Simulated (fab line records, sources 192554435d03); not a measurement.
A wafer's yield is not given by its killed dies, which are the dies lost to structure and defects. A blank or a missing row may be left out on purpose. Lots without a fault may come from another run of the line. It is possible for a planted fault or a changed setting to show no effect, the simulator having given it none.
fab line records	flow n5-finfet
record: lots: 5	wafers: 15	last-day: 17
route steps=1938 shown BEOL_M4@1099 BEOL_M5@1112 PASSIVATION@1929
lots untouched by any fault: they come from a run of this same line in which no faults occurred
start-h: hours from the record's opening day to when the first of the lot's shown wafers began	wait-h: how many hours have passed since the lot's step before this one	" repeats the value in the row above	L1.1+2: a single row standing in for several wafers	- value missing, or start not given	* or withheld: withheld	< > ~ a bound
route shown NAME@n: names a module that has steps shown in the file, with the first one's number in the route	usual: average and standard deviation across the fault-free wafers	same: alike in all rows	chamber/n: place in a boat	sites: readings site by site	_std_site: the standard deviation of these	_edge_site: inner sites' mean taken away from outer sites' mean	radius-mm: for every site, how far away it sits from the centre of the wafer	mask NAME#n: copy n	behind: tool/chamber where the wafer was last shaped	hold: why the lot was held/for how many hours/how that ended	device: whichever transistor did not switch (one of n, p or np)	end of line: tests run on the same wafers once the route is complete	where a step has no rows: the recipe by itself	killed: dies lost to structure and defects at the first sort, not the wafer's yield	map: per-die view of a wafer (x killed, . not killed, _ where there is no die)
set.NAME: the setting as run; set.NAME@STEP: as run at that earlier step	model.NAME: the simulator's own value behind a step, which no gauge read
lots seen at some steps along the route; tables by step, rows by wafer
services: from which hour (start-h, from the record's first day; less than 0 if before it) a tool's chamber was out of use, for how many hours, and why
== steps ==
step: N5_BEOL_M4_ANNEAL_95
recipe: temp-c: 400	time-s: 240	ambient: vacuum
step: N5_BEOL_M4_SPUTTER_96
recipe: material: Cu	target-thk-a: 45	temp-c: -20	chamber-pressure-pa: 0.07	power-w: withheld	time-s: 8.29
step: N5_BEOL_M4_ECD_50
recipe: material: Cu	target-thk-a: 3000
step: N5_BEOL_M4_ANNEAL_51
recipe: temp-c: 225	time-s: 90	ambient: N2
step: N5_BEOL_M4_CMP_52
recipe: stop-on: SiOC	t-overpolish-s: 6.8	down-force-psi: 1	platen-rpm: 50	clearing-platen-down-force-psi: 1.5	clearing-platen-rpm: 50	post-cmp-clean: cu-alkaline	target-thk-nm: 40	clearing-platen-pad-velocity-m-s: 0.99484	pad-velocity-m-s: 0.99484
step: N5_BEOL_M4_PRE_CLEAN_60
recipe: gas: NH3/H2	time-s: 15	temp-c: *	rf-power-w: 300
step: N5_BEOL_M4_CO_CAP_55
recipe: material: Co	target-thk-a: 20	temp-c: 200	precursor: CCTBA/H2	pressure-torr: 30	time-s: 102.1
step: N5_BEOL_M4_PRE_CLEAN_56
recipe: gas: NH3	time-s: 15	temp-c: withheld	rf-power-w: 300
step: N5_BEOL_M4_DEP_57
recipe: material: SiCN	target-thk-a: 80	temp-c: withheld	precursor: 3MS/NH3	pressure-torr: 3	rf-w: 202	time-s: 14
step: N5_BEOL_M4_RC_MEAS_101
usual: DIBL_N: 36.4/1.5	DIBL_P: 36.4/1.6	IOFF_N: 0.164/0.025	IOFF_P: 0.214/0.028	ION_N: 675/9.9	ION_P: 463/6.5	SS_N: 71.5/0.5	SS_P: 73.3/0.56	VT_N: 249.2/2.7	VT_P: -250.1/2.8
lot.wafer	tool	chamber	start-h	wait-h	DIBL_N[mV/V]	DIBL_P[mV/V]	IOFF_N[nA/um]	IOFF_P[nA/um]	ION_N[uA/um]	ION_P[uA/um]	SS_N[mV/dec]	SS_P[mV/dec]	VT_N[mV]	VT_P[mV]
L314.1	prober-01	0	195.37	0.0	39.4	37.2	0.204	0.238	702	475	72.0	73.7	246.6	-247.6
L314.2	"	0	"	"	37.3	35.1	0.166	0.205	679	461	71.6	73.0	250.2	-251.2
L314.3	"	0	"	"	38.9	35.5	0.195	0.217	683	458	72.0	73.9	246.6	-249.3
L321.2	prober-01	0	241.35	0.2	36.5	38.1	0.174	0.213	668	457	72.0	73.8	248.1	-252.8
L321.5	"	0	"	"	35.0	35.5	0.137	0.177	668	457	71.3	72.7	248.8	-254.0
L321.6	"	0	"	"	34.6	35.4	0.134	0.181	664	459	71.7	73.1	254.2	-251.2
L323.4	prober-01	0	243.79	0.5	36.9	38.0	0.184	0.230	669	464	72.2	73.2	248.4	-245.9
L323.5	"	0	"	"	37.1	39.4	0.187	0.242	674	466	72.0	73.8	249.5	-247.6
L323.6	"	0	"	"	37.3	39.1	0.190	0.245	682	467	71.6	73.5	248.4	-248.2
L325.3	prober-02	0	270.10	0.7	34.1	33.4	0.139	0.180	680	469	70.3	73.1	249.9	-253.1
L325.4	"	0	"	"	36.8	36.7	0.181	0.211	686	466	70.4	73.2	247.8	-249.4
L325.6	"	0	"	"	35.2	35.4	0.157	0.195	676	469	70.7	72.9	247.9	-250.3
L330.1	prober-02	0	291.48	0.0	35.6	35.2	0.155	0.181	667	458	72.2	73.3	249.0	-252.2
L330.4	"	0	"	"	35.3	35.7	0.161	0.185	686	469	71.6	72.5	249.0	-252.1
L330.5	"	0	"	"	33.9	32.8	0.131	0.148	667	453	71.3	72.8	250.3	-256.1
step: N5_BEOL_M5_ILD_DEP_00
recipe: material: SiCOH_lowk	target-thk-a: 1406.4	temp-c: 300	precursor: DEMS/porogen	pressure-torr: 5	rf-w: 500	time-s: 25.9
step: N5_BEOL_M5_CURE_79
recipe: temp-c: 385	time-s: 240	ambient: He/Ar	material: SiCOH_lowk
step: N5_BEOL_M5_PECVD_70
recipe: material: SiO2	target-thk-a: 160	temp-c: 400	precursor: TEOS/O2	pressure-torr: 5.5	rf-w: 450	teos-flow-sccm: 53.8	gas: O2	flow-sccm: 3000	time-s: 18
step: N5_BEOL_M5_HM_DEP_02
recipe: material: TiN	target-thk-a: 200	temp-c: 25	chamber-pressure-pa: 0.49996
step: N5_BEOL_M5_COAT_59
recipe: resist: SOC	temp-c: 250	time-s: 60	spin-rpm: 1500	resist-thk-nm: 60
step: N5_BEOL_M5_COAT_60
recipe: resist: SiARC	temp-c: 220	time-s: 60	spin-rpm: 1500	resist-thk-nm: 12
step: N5_BEOL_M5_COAT_71
recipe: resist: underlayer	temp-c: 205	time-s: 60	spin-rpm: 1500	resist-thk-nm: 5
step: N5_BEOL_M5_COAT_05
recipe: resist: CAR-EUV	spin-rpm: 1500	resist-thk-nm: 30
step: N5_BEOL_M5_EBR_07
recipe: solvent: PGMEA	ebr-width-mm: 1.5
step: N5_BEOL_M5_SOFTBAKE_06
recipe: temp-c: 110	time-s: 60	resist: CAR-EUV
step: N5_BEOL_M5_EXPOSE_08
recipe: mask-id: M5	na: 0.33	source-shape: annular	sigma-inner: 0.4	sigma-outer: 0.8	polarization: unpolarized	target-cd-nm: 28	dose-mj: 35.75
step: N5_BEOL_M5_PEB_09
recipe: peb-temp-c: 100	peb-time-s: 60	resist: CAR-EUV
step: N5_BEOL_M5_DEVELOP_10
recipe: develop-time-s: 30	developer: TMAH	resist: CAR-EUV	rinse-liquid: surfactant-rinse	dry: air-spin	dev-temp-c: 23
step: N5_BEOL_M5_DESCUM_16
recipe: chemistry: O2	time-s: 7	source-power-w: 50	bias-power-w: 20	pressure-mtorr: 20	rf-frequency-hz: 2.712e+07	temp-c: 40	resist: CAR-EUV	o2-flow-sccm: 225
step: N5_BEOL_M5_ETCH_72
recipe: chemistry: N2/H2	target: underlayer	target-depth-a: 65	mask-material: CAR-EUV	time-s: 5.2	ion-energy-ev: 200	pressure-mtorr: 30	source-w: 840	bias-w: 150	n2-flow-sccm: 200	h2-flow-sccm: 200	ends: cleared
step: N5_BEOL_M5_ETCH_61
recipe: chemistry: CF4	target: SiARC	target-depth-a: 156	mask-material: CAR-EUV	time-s: 26	ion-energy-ev: 80	pressure-mtorr: 40	source-w: 545	bias-w: 36	Ar_flow_sccm: 100	cf4-flow-sccm: 100	ends: cleared
step: N5_BEOL_M5_ETCH_62
recipe: chemistry: N2/H2	target: SOC	target-depth-a: 750	overetch-a: 150	mask-material: SiARC	temp-c: 40	time-s: 112.5	ion-energy-ev: 200	pressure-mtorr: 30	source-w: 840	bias-w: 150	n2-flow-sccm: 200	h2-flow-sccm: 200
step: N5_BEOL_M5_STRIP_63
recipe: chemistry: N2/H2	temp-c: 40	n2-flow-sccm: 200	h2-flow-sccm: 200	rf-frequency-hz: 6e+07
step: N5_BEOL_M5_STRIP_73
recipe: chemistry: N2/H2	temp-c: 40	n2-flow-sccm: 200	h2-flow-sccm: 200	rf-frequency-hz: 6e+07
step: N5_BEOL_M5_STRIP_64
recipe: chemistry: CF4	resist: SiARC	power-w: 300	bias-power-w: 75	pressure-mtorr: 50	cf4-flow-sccm: 150	rf-frequency-hz: 6e+07
step: N5_BEOL_M5_HM_OPEN_17
recipe: chemistry: Cl2/BCl3	target-depth-a: 200	overetch-a: 60	target: TiN	mask-material: SOC	ion-energy-ev: 150	pressure-mtorr: 10	icp-w: 1000	bias-w: 126	Cl2_flow_sccm: 53.25	bcl3-flow-sccm: 21.75	Ar_flow_sccm: 25
step: N5_BEOL_M5_STRIP_19
recipe: chemistry: O2	power-w: 400	temp-c: 40	pressure-mtorr: 30	rf-frequency-hz: 6e+07	bias-power-w: 0	overash-fraction: 0.2	o2-flow-sccm: 225
step: N5_BEOL_M5_COAT_65
recipe: resist: SOC	temp-c: 250	time-s: 60	spin-rpm: 1500	resist-thk-nm: 60
step: N5_BEOL_M5_COAT_66
recipe: resist: SiARC	temp-c: 220	time-s: 60	spin-rpm: 1500	resist-thk-nm: 12
step: N5_PASSIVATION_PASS_ETCH_47
recipe: chemistry: CF4/O2	target: SiNx	target-depth-a: 7700	time-s: 385	ion-energy-ev: 100	pressure-mtorr: 40	source-w: 535	bias-w: 49	Ar_flow_sccm: 100	cf4-flow-sccm: 100	O2_flow_sccm: 10
usual: O2_flow_sccm: 10.00/0.03	bias-w: 48.97/0.15	drypump-motor-current-A: 5.6/0.4	mfc-ar-sccm: 100.0/0.34	oes-product-au: 0.79/0.062	rf-vpp-V: 241/3.1	showerhead-plenum-p-Torr: 2.21/0.061	throttle-valve-pct: 16.01/0.25
lot.wafer	tool	chamber	start-h	wait-h	O2_flow_sccm	bias-w	drypump-motor-current-A	mfc-ar-sccm	oes-product-au	rf-hours-counter-h	rf-vpp-V	showerhead-plenum-p-Torr	throttle-valve-pct
L314.1	rie-diel-04	2	286.70	0.0	10.02	49.07	5.6	100.5	0.85	59	238	2.23	16.07
L314.2	"	0	"	"	10.02	49.08	5.5	99.5	0.85	75	245	2.23	16.02
L314.3	"	1	"	"	9.98	48.98	4.8	100.5	0.93	11	241	2.17	15.74
L323.4	rie-diel-01	0	343.23	0.0	-	-	-	-	-	-	-	-	-
L323.5	"	1	"	"	-	-	-	-	-	-	-	-	-
L323.6	"	0	"	"	-	-	-	-	-	-	-	-	-
L321.2	rie-diel-04	1	344.75	0.0	-	-	-	-	-	-	-	-	-
L321.5	"	0	"	"	-	-	-	-	-	-	-	-	-
L321.6	"	1	"	"	-	-	-	-	-	-	-	-	-
L325.3	rie-diel-02	3	361.91	0.0	-	-	-	-	-	-	-	-	-
L325.4	"	1	"	"	-	-	-	-	-	-	-	-	-
L325.6	"	1	"	"	-	-	-	-	-	-	-	-	-
L330.1	rie-diel-04	1	399.34	0.0	9.96	49.21	4.7	100.2	0.85	49	243	2.16	15.82
L330.4	"	3	"	"	9.97	49.01	5.4	100.0	0.75	165	239	2.20	16.08
L330.5	"	0	"	"	10.01	48.94	5.5	99.1	0.80	-	244	2.22	16.11
step: N5_PASSIVATION_PROBE_49
usual: defect-limited-yield: 91.1/1.4	killed_at_M0_to_M3: 35/8.7	killed_at_M4_up: 14/5.3	killed-at-contacts: 12/6.2	killed-at-front-end: 41/12	killed-at-other: 3.4/2.6	killed-dies: 105/16	killed-on-rim: 14/3.8	killed-open: 67/13	killed-short: 36/7.3	sort_bin_5_function: 5.2/0.96	sort_bin_6_memory: 3.3/0.6	sort-n-pass: 1075/16	sort-yield-pct: 91.1/1.4
same: gross-dies: 1180	killed-at-back-side: 0	sort_bin_4_leakage[%]: 0	sort_bin_8_speed[%]: 0
lot.wafer	tool	chamber	start-h	wait-h	defect-limited-yield[%]	killed_at_M0_to_M3	killed_at_M4_up	killed-at-contacts	killed-at-front-end	killed-at-other	killed-dies	killed-on-rim	killed-open	killed-short	sort_bin_5_function[%]	sort_bin_6_memory[%]	sort-n-pass	sort-yield-pct[%]
L323.4	prober-02	-	346.68	0.4	0	22	15	8	38	1097	1180	152	48	38	96.8	3.1	0	0
L323.5	prober-02	-	346.73	0.5	0	48	17	7	35	1073	1180	152	64	42	96.1	3.6	0	0
L323.6	prober-02	-	346.78	0.5	0	24	15	13	28	1100	1180	152	48	32	96.8	2.7	0	0
L321.2	prober-02	-	347.96	0.2	0	42	12	10	64	1052	1180	152	81	50	95.8	3.9	0	0
L321.5	prober-02	-	348.11	0.4	0	25	11	5	38	1101	1180	152	47	32	96.9	2.5	0	0
L321.6	prober-02	-	348.16	0.4	0	42	17	7	24	1090	1180	152	59	30	96.0	3.6	0	0
L325.3	prober-02	-	365.01	0.1	0	33	7	15	39	1086	1180	152	69	28	96.5	3.0	0	0
L325.4	prober-02	-	365.06	0.2	0	31	12	23	55	1059	1180	152	89	40	95.6	4.2	0	0
L325.6	prober-02	-	365.16	0.3	0	39	8	26	22	1085	1180	152	72	26	96.7	2.8	0	0
killed by level:class
L323.4 PASSIVATION:area-etch=1092 FIN_SAQP:geometric-particle:open=10 BEOL_M0_SAQP:geometric-particle:short=8 BEOL_M0_SAQP:geometric-particle:open=8 STI_FIN_REVEAL:geometric-particle:open=6 GATE_CUT:geometric-particle:short=6 MOL_CONTACT_COAG:geometric-particle:open=6 BEOL_M4:geometric-particle:short=6
L323.5 PASSIVATION:area-etch=1072 BEOL_M0_SAQP:geometric-particle:open=17 BEOL_M0_SAQP:geometric-particle:short=15 STI_FIN_REVEAL:geometric-particle:open=12 FIN_SAQP:geometric-particle:short=6 MOL_CONTACT_COAG:geometric-particle:open=6 BEOL_M4:geometric-particle:open=6 BEOL_M1:geometric-particle:open=5
L323.6 PASSIVATION:area-etch=1100 BEOL_M0_SAQP:geometric-particle:short=11 MOL_CONTACT_COAG:geometric-particle:open=10 STI_FIN_REVEAL:geometric-particle:open=9 BEOL_M1:geometric-particle:open=7 BEOL_M4:geometric-particle:open=7 GATE_CUT:geometric-particle:short=6 BEOL_M0_SAQP:geometric-particle:open=4
L321.2 PASSIVATION:area-etch=1048 FIN_SAQP:geometric-particle:open=29 BEOL_M0_SAQP:geometric-particle:short=15 FIN_SAQP:geometric-particle:short=13 MOL_CONTACT_COAG:geometric-particle:open=8 BEOL_M3:geometric-particle:open=8 BEOL_M0_SAQP:geometric-particle:open=7 BEOL_M2:geometric-particle:open=6
L321.5 PASSIVATION:area-etch=1101 FIN_SAQP:geometric-particle:open=8 BEOL_M0_SAQP:geometric-particle:open=7 BEOL_M0_SAQP:geometric-particle:short=7 FIN_SAQP:geometric-particle:short=6 GATE_CUT:geometric-particle:short=6 BEOL_M5:geometric-particle:open=5 GATE_CUT:geometric-particle:open=5
L321.6 PASSIVATION:area-etch=1087 BEOL_M3:geometric-particle:open=8 GATE_CUT:geometric-particle:short=7 GATE_CUT:geometric-particle:open=7 MOL_CONTACT_COAG:geometric-particle:open=7 BEOL_M0_SAQP:geometric-particle:short=7 BEOL_M2:geometric-particle:open=7 BEOL_M0_SAQP:geometric-particle:open=5
L325.3 PASSIVATION:area-etch=1082 FIN_SAQP:geometric-particle:open=13 MOL_CONTACT_COAG:geometric-particle:open=12 FIN_SAQP:geometric-particle:short=9 BEOL_M1:geometric-particle:open=9 BEOL_M0_SAQP:geometric-particle:open=7 BEOL_M3:geometric-particle:open=7 STI_FIN_REVEAL:geometric-particle:open=6
L325.4 PASSIVATION:area-etch=1051 FIN_SAQP:geometric-particle:open=28 MOL_CONTACT_COAG:geometric-particle:open=20 FIN_SAQP:geometric-particle:short=15 BEOL_M2:geometric-particle:open=12 BEOL_M2:geometric-particle:short=6 BEOL_M4:geometric-particle:open=6 PASS1_CAP:geometric-particle:short=4
L325.6 PASSIVATION:area-etch=1082 MOL_CONTACT_COAG:geometric-particle:open=21 FIN_SAQP:geometric-particle:open=9 BEOL_M1:geometric-particle:open=8 FIN_SAQP:geometric-particle:short=7 BEOL_M3:geometric-particle:open=7 BEOL_M0_SAQP:geometric-particle:short=6 BEOL_M2:geometric-particle:open=6
map L321.2 (x killed, . not)
_________________xxxxxxxxxxxx________________
______________xxxxxxxxxxxxxxxxxx_____________
___________xxxxxxxxxxxxxxxxxxxxxxxx__________
__________xxxxxxxxxxxxxxxxxxxxxxxxxx_________
________xxxxxxxxxxxxxxxxxxxxxxxxxxxxxx_______
_______xxxxxxxxxxxxxxxxxxxxxxxxxxxxxxxx______
______xxxxxxxxxxxxxxxxxxxxxxxxxxxxxxxxxx_____
_____xxxxxxxxxxxxxxxxxxxxxxxxxxxxxxxxxxxx____
____xxxxxxxxxxxxxxxxxxxxxxxxxxxxxxxxxxxxxx___
___xxxxxxxxxxxxxxxxxxxxxxxxxxxxxxxxxxxxxxxx__
___xxxxxxxxxxxxxxxxxxxxxxxxxxxxxxxxxxxxxxxx__
__xxxxxxxxxxxxxxxxxxxxxxxxxxxxxxxxxxxxxxxxxx_
__xxxxxxxxxxxxxxxxxxxxxxxxxxxxxxxxxxxxxxxxxx_
_xxxxxxxxxxxxxxxxxxxxxxxxxxxxxxxxxxxxxxxxxxxx
_xxxxxxxxxxxxxxxxxxxxxxxxxxxxxxxxxxxxxxxxxxxx
_xxxxxxxxxxxxxxxxxxxxxxxxxxxxxxxxxxxxxxxxxxxx
_xxxxxxxxxxxxxxxxxxxxxxxxxxxxxxxxxxxxxxxxxxxx
_xxxxxxxxxxxxxxxxxxxxxxxxxxxxxxxxxxxxxxxxxxxx
_xxxxxxxxxxxxxxxxxxxxxxxxxxxxxxxxxxxxxxxxxxxx
_xxxxxxxxxxxxxxxxxxxxxxxxxxxxxxxxxxxxxxxxxxxx
_xxxxxxxxxxxxxxxxxxxxxxxxxxxxxxxxxxxxxxxxxxxx
__xxxxxxxxxxxxxxxxxxxxxxxxxxxxxxxxxxxxxxxxxx_
__xxxxxxxxxxxxxxxxxxxxxxxxxxxxxxxxxxxxxxxxxx_
___xxxxxxxxxxxxxxxxxxxxxxxxxxxxxxxxxxxxxxxx__
___xxxxxxxxxxxxxxxxxxxxxxxxxxxxxxxxxxxxxxxx__
____xxxxxxxxxxxxxxxxxxxxxxxxxxxxxxxxxxxxxx___
_____xxxxxxxxxxxxxxxxxxxxxxxxxxxxxxxxxxxx____
______xxxxxxxxxxxxxxxxxxxxxxxxxxxxxxxxxx_____
_______xxxxxxxxxxxxxxxxxxxxxxxxxxxxxxxx______
________xxxxxxxxxxxxxxxxxxxxxxxxxxxxxx_______
__________xxxxxxxxxxxxxxxxxxxxxxxxxx_________
___________xxxxxxxxxxxxxxxxxxxxxxxx__________
______________xxxxxxxxxxxxxxxxxx_____________
_________________xxxxxxxxxxxx________________
map L323.4 (x killed, . not)
_________________xxxxxxxxxxxx________________
______________xxxxxxxxxxxxxxxxxx_____________
___________xxxxxxxxxxxxxxxxxxxxxxxx__________
__________xxxxxxxxxxxxxxxxxxxxxxxxxx_________
________xxxxxxxxxxxxxxxxxxxxxxxxxxxxxx_______
_______xxxxxxxxxxxxxxxxxxxxxxxxxxxxxxxx______
______xxxxxxxxxxxxxxxxxxxxxxxxxxxxxxxxxx_____
_____xxxxxxxxxxxxxxxxxxxxxxxxxxxxxxxxxxxx____
____xxxxxxxxxxxxxxxxxxxxxxxxxxxxxxxxxxxxxx___
___xxxxxxxxxxxxxxxxxxxxxxxxxxxxxxxxxxxxxxxx__
___xxxxxxxxxxxxxxxxxxxxxxxxxxxxxxxxxxxxxxxx__
__xxxxxxxxxxxxxxxxxxxxxxxxxxxxxxxxxxxxxxxxxx_
__xxxxxxxxxxxxxxxxxxxxxxxxxxxxxxxxxxxxxxxxxx_
_xxxxxxxxxxxxxxxxxxxxxxxxxxxxxxxxxxxxxxxxxxxx
_xxxxxxxxxxxxxxxxxxxxxxxxxxxxxxxxxxxxxxxxxxxx
_xxxxxxxxxxxxxxxxxxxxxxxxxxxxxxxxxxxxxxxxxxxx
_xxxxxxxxxxxxxxxxxxxxxxxxxxxxxxxxxxxxxxxxxxxx
_xxxxxxxxxxxxxxxxxxxxxxxxxxxxxxxxxxxxxxxxxxxx
_xxxxxxxxxxxxxxxxxxxxxxxxxxxxxxxxxxxxxxxxxxxx
_xxxxxxxxxxxxxxxxxxxxxxxxxxxxxxxxxxxxxxxxxxxx
_xxxxxxxxxxxxxxxxxxxxxxxxxxxxxxxxxxxxxxxxxxxx
__xxxxxxxxxxxxxxxxxxxxxxxxxxxxxxxxxxxxxxxxxx_
__xxxxxxxxxxxxxxxxxxxxxxxxxxxxxxxxxxxxxxxxxx_
___xxxxxxxxxxxxxxxxxxxxxxxxxxxxxxxxxxxxxxxx__
___xxxxxxxxxxxxxxxxxxxxxxxxxxxxxxxxxxxxxxxx__
____xxxxxxxxxxxxxxxxxxxxxxxxxxxxxxxxxxxxxx___
_____xxxxxxxxxxxxxxxxxxxxxxxxxxxxxxxxxxxx____
______xxxxxxxxxxxxxxxxxxxxxxxxxxxxxxxxxx_____
_______xxxxxxxxxxxxxxxxxxxxxxxxxxxxxxxx______
________xxxxxxxxxxxxxxxxxxxxxxxxxxxxxx_______
__________xxxxxxxxxxxxxxxxxxxxxxxxxx_________
___________xxxxxxxxxxxxxxxxxxxxxxxx__________
______________xxxxxxxxxxxxxxxxxx_____________
_________________xxxxxxxxxxxx________________
== services ==
tool	chamber	start-h	hours	kind
rie-diel-01	3	270.15	5.9	repair
rie-diel-01	2	285.76	10.5	repair
rie-diel-01	0	307.46	4.7	repair
rie-diel-01	0	314.89	13.9	repair
rie-diel-01	1	329.92	2.2	repair
rie-diel-04	3	350.74	3.8	repair
rie-diel-01	-	352.40	0.5	repair
rie-diel-01	-	374.73	2.8	pm
rie-diel-02	2	388.73	-	clean
rie-diel-02	2	388.73	-	consumable-replace:focus-ring
rie-diel-02	2	388.73	-	consumable-replace:showerhead
rie-diel-02	2	388.73	12.4	scheduled-down
rie-diel-02	2	388.73	12.4	vent-cycle
rie-diel-01	0	391.51	7.0	repair
== key ==
first-sign: step: N5_PASSIVATION_PASS_ETCH_47	reading: tool-record	direction: missing
effect: step: N5_PASSIVATION_PROBE_49	reading: killed-at-other	direction: up	sigmas: 99+	usual: 3.4	struck: 1082.6
more-kills-born-at: N5_PASSIVATION_PASS_ETCH_47@rie-diel-01: 3264	N5_PASSIVATION_PASS_ETCH_47@rie-diel-04: 3236	N5_PASSIVATION_PASS_ETCH_47@rie-diel-02: 3215
met-at N5_PASSIVATION_PASS_ETCH_47
struck-wafers L321.2,L321.5,L321.6,L323.4,L323.5,L323.6,L325.3,L325.4,L325.6
later-rows-left-out L321.2,L321.5,L321.6,L323.4,L323.5,L323.6,L325.3,L325.4,L325.6
onset-between 286.70 343.23
fault: kind: skipped-step-whole	tool: rie-diel-01,rie-diel-02,rie-diel-04	chamber: -	onset-h: 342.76	steps: N5_PASSIVATION_PASS_ETCH_47	scope: struck-lots-only
later-rows-left-out: the simulator's readings of these wafers behind a module that went badly wrong aren't trusted and aren't shown, but for the sort
